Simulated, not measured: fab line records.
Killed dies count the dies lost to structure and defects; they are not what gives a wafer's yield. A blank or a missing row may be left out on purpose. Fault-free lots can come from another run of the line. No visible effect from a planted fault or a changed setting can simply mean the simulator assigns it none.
2 desks looking at one fault :: flow nandHarc :: numbers are kept per desk, each desk with only its own; the story behind them comes last

METROLOGY DESK
What the gauges read, lot by lot, whatever tool the lot ran on: means of the sampled wafers that have a number. A lot is out of limits, marked OUT, if its mean lies more than 4 standard deviations from the usual mean; the brackets give that distance.
Columns: A = cdNm at NHARC_P_M2_CD_MEAS_09, usual 170.0 nm; B = thkNm at NHARC_P_BONDPAD_THK_MEAS_33, usual 200.7 nm; C = cdNm at NHARC_P_BONDPAD_CD_MEAS_09, usual 500.8 nm
lot: L463
first seen here: day 6 06:02
A: 170.4
B: 200.6
C: 503.3

lot: L465
first seen here: day 7 02:22
A: 169.6
B: 200.9
C: 501.0

lot: L464
first seen here: day 7 02:52
A: 170.2
B: 201.3
C: 499.1

lot: L467
first seen here: day 7 22:49
A: 169.8
B: 199.6
C: 497.3

lot: L468
first seen here: day 8 15:27
A: 170.1
B: 200.6
C: 502.3

lot: L469
first seen here: day 9 01:17
A: 170.2
B: 200.9
C: 500.1

lot: L471
first seen here: day 9 20:29
A: 170.0
B: 201.3
C: 499.0

lot: L472
first seen here: day 10 16:38
A: 169.0
B: 199.8
C: 501.6

lot: L477
first seen here: day 12 12:05
A: 168.9
B: 141.9 (-42) OUT
C: 498.6

lot: L479
first seen here: day 13 00:05
A: 168.9
B: 138.3 (-45) OUT
C: 503.0

lot: L481
first seen here: day 13 19:28
A: 169.8
B: 200.8
C: 500.4

lot: L482
first seen here: day 14 05:49
A: 170.8
B: 202.1
C: 501.3

lot: L484
first seen here: day 15 07:38
A: 171.4
B: 201.1
C: 501.3

lot: L486
first seen here: day 15 22:34
A: 169.7
B: 200.9
C: 499.8
This desk's finding: out of limits on L477, L479; first on L477, day 12 16:05 (thkNm at NHARC_P_BONDPAD_THK_MEAS_33). L463, L465, L464, L467, L468, L469, L471, L472, L481, L482, L484, L486: within limits.

FOR THE TOOL OWNER'S DESK: pecvd-02
The tool's own readings at NHARC_P_BONDPAD_DEP_00 (deposits SiCN, target thk 250 nm): means of the sampled wafers that have a number, for each lot that ran on this tool. A lot is out of limits, marked OUT, if its mean lies more than 4 standard deviations from the usual mean; the brackets give that distance.
Columns: A = heaterPowerW at NHARC_P_BONDPAD_DEP_00, usual 564 W; B = rfFwdPowerW at NHARC_P_BONDPAD_DEP_00, usual 449.2 W
lot: L463
first seen here: day 6 09:24
A: 576
B: 449.2

lot: L465
first seen here: day 7 05:42
A: 566
B: 448.6

lot: L467
first seen here: day 8 02:10
A: 595
B: 448.5

lot: L468
first seen here: day 8 18:57
A: 585
B: 450.4

lot: L471
first seen here: day 9 23:52
A: 563
B: 449.6

lot: L477
first seen here: day 12 15:37
A: 560
B: 447.8

lot: L479
first seen here: day 13 03:37
A: 556
B: 448.3

lot: L486
first seen here: day 16 01:58
A: 545
B: 450.0
This desk found nothing out of limits on any of the 8 lots.

BROUGHT TOGETHER
Metrology desk: alarm possible at day 12 16:05 on L477, L479.
The tool owner's desk saw nothing out of limits.
On record at the tool owner's desk: L477, L479, within its limits.
The lots listed all ran NHARC_P_BONDPAD_DEP_00 on pecvd-02.

WHAT THE SIMULATOR HAD PUT IN
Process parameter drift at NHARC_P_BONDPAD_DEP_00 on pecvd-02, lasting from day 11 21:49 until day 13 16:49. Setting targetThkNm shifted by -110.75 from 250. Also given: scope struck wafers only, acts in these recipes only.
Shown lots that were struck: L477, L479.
Per desk, hours elapsed from the start of the fault to the first reading out of limits: for the metrology desk, 18.
